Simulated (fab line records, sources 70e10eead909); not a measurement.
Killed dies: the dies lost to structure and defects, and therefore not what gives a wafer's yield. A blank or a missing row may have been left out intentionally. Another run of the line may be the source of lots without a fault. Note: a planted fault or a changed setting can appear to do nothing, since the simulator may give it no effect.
Struck lot and sound lot, side by side    flow nand harc    18 steps out of a route of 1302
Sound: these wafers, L491.3, L491.5, L491.6. Struck: wafer L502.1 (L502.2, L502.6, from the same lot, were not struck and are left out); the cause is given at the end.
At each step with rows: each side's tool, then ch and its chambers, then its first start. Under that, the readings that differ: sound wafers    struck wafers    difference of the means    sigmas: that difference in standard deviations of wafers without a fault.
alike: same words and numbers on both sides, and readings whose means sit less than 2 such deviations apart. not compared: any withheld reading, any reading some wafer has no value for, any bound like >300 that may hide the same value, and any number with overlapping values for which the record gives no deviation.
A row with sigmas, a row that says differs or no value, or rows on one side alone: a step with any of these is where the two part. Numbers that have no deviation but don't overlap get no sigmas and don't part them. A reading missing from all wafers of one side parts the sides only when that side holds two or more wafers.

NHARC_A_SGD_CUT_CD_MEAS_09 targets a cd of 100 nm.
  sound on cd sem-02 ch 0, day 23 08:18; struck on cd sem-03 ch 0, day 27 02:56
  alike: cd nm
NHARC_A_SGD_CUT_OVL_MEAS_10:
  struck on overlay-01, day 27 03:02; sound on overlay-02, day 23 08:23
  alike: overlay x nm, overlay y nm
NHARC_A_SGD_CUT_INSPECT_11:
  struck on defect inspect-01, day 27 03:04; sound on defect inspect-02, day 23 08:25
  alike: raw defect count
NHARC_A_SGD_CUT_DESCUM_14: chemistry O2, time 3 s.
  sound on rie diel-11 ch 1,2, day 23 08:29; struck on rie diel-11 ch 1, day 27 03:08
  alike: drypump motor current A, mfc ar sccm, o2 flow sccm, oes product au, rf vpp V, showerhead plenum p Torr, throttle valve pct
  not compared: rf hours counter h
NHARC_A_SGD_CUT_ETCH_58: etches the open film in CF4, target depth 39 nm, time 65 s.
  sound on rie diel-11 ch 0,1, day 23 08:34; struck on rie diel-11 ch 3, day 27 03:13
reading                      sound              struck  difference  sigmas
drypump motor current A (A)  5.2 5.2 5.4        6.2     +0.9        +3
oes product au (a.u.)        1.004 1.009 1.003  0.977   -0.028      -2
  alike: mfc ar sccm, rf vpp V, showerhead plenum p Torr, throttle valve pct
  not compared: rf hours counter h
NHARC_A_SGD_CUT_ETCH_59: etches the open film in N2/H2, target depth 260 nm, time 406.25 s.
  sound on rie diel-11 ch 1,2; struck on rie diel-11 ch 1
  alike: drypump motor current A, mfc ar sccm, oes product au, rf vpp V, showerhead plenum p Torr, throttle valve pct
  not compared: rf hours counter h
then, 1 step without rows for these wafers: NHARC_A_SGD_CUT_ETCH_15 (etches the open film in CH3F/O2, target depth 75 nm, time 64.3 s).
NHARC_A_SGD_CUT_ETCH_16: etches the open film in C4F8/O2/Ar, target depth 310.5 nm, time 155.2 s.
  sound on rie diel-11 ch 0,1,2; struck on rie diel-11 ch 2
  alike: oes product au, rf vpp V
  not compared: rf hours counter h
then, 4 steps without rows for these wafers: NHARC_A_SGD_CUT_STRIP_60 (strips in C4F8/O2/Ar); NHARC_A_SGD_CUT_STRIP_17 (strips in O2); NHARC_A_SGD_CUT_PRECLEAN_18 (cleans in SC1); NHARC_A_SGD_CUT_SRD_19.
NHARC_A_SGD_CUT_DEP_20: deposits SiO2, target thk 150 nm.
  sound on fcvd-02 ch 0,1, day 23 09:39; struck on fcvd-02 ch 0,1, day 27 04:14
then, 1 step without rows for these wafers: NHARC_A_SGD_CUT_ANNEAL_27 (time 1800 s).
NHARC_A_SGD_CUT_CMP_21: polishes, target thk 148.19 nm.
  sound on cmp-04 ch 0,2,3, day 23 14:08; struck on cmp-01 ch 1, day 27 08:55
  alike: motor current A, time to endpoint s
NHARC_A_SGD_CUT_THK_MEAS_22: measures by ellipsometry.
  struck on film metro-02, day 27 09:07; sound on film metro-01, day 23 14:20
reading      sound              struck  difference  sigmas
thk nm (nm)  148.7 147.9 150.2  133.8   -15.1       -9
next, for these wafers, 1 step has no rows: NHARC_A_SGD_CUT_SRD_23.
NHARC_END_SORT_01:
  the record has rows for the sound wafers here (prober-01 ch 0, day 28 20:19) and none for the struck ones

WHERE THEY PART
First at NHARC_A_SGD_CUT_ETCH_58; last, within this record, at NHARC_END_SORT_01.

WHY: the cause the simulator had injected
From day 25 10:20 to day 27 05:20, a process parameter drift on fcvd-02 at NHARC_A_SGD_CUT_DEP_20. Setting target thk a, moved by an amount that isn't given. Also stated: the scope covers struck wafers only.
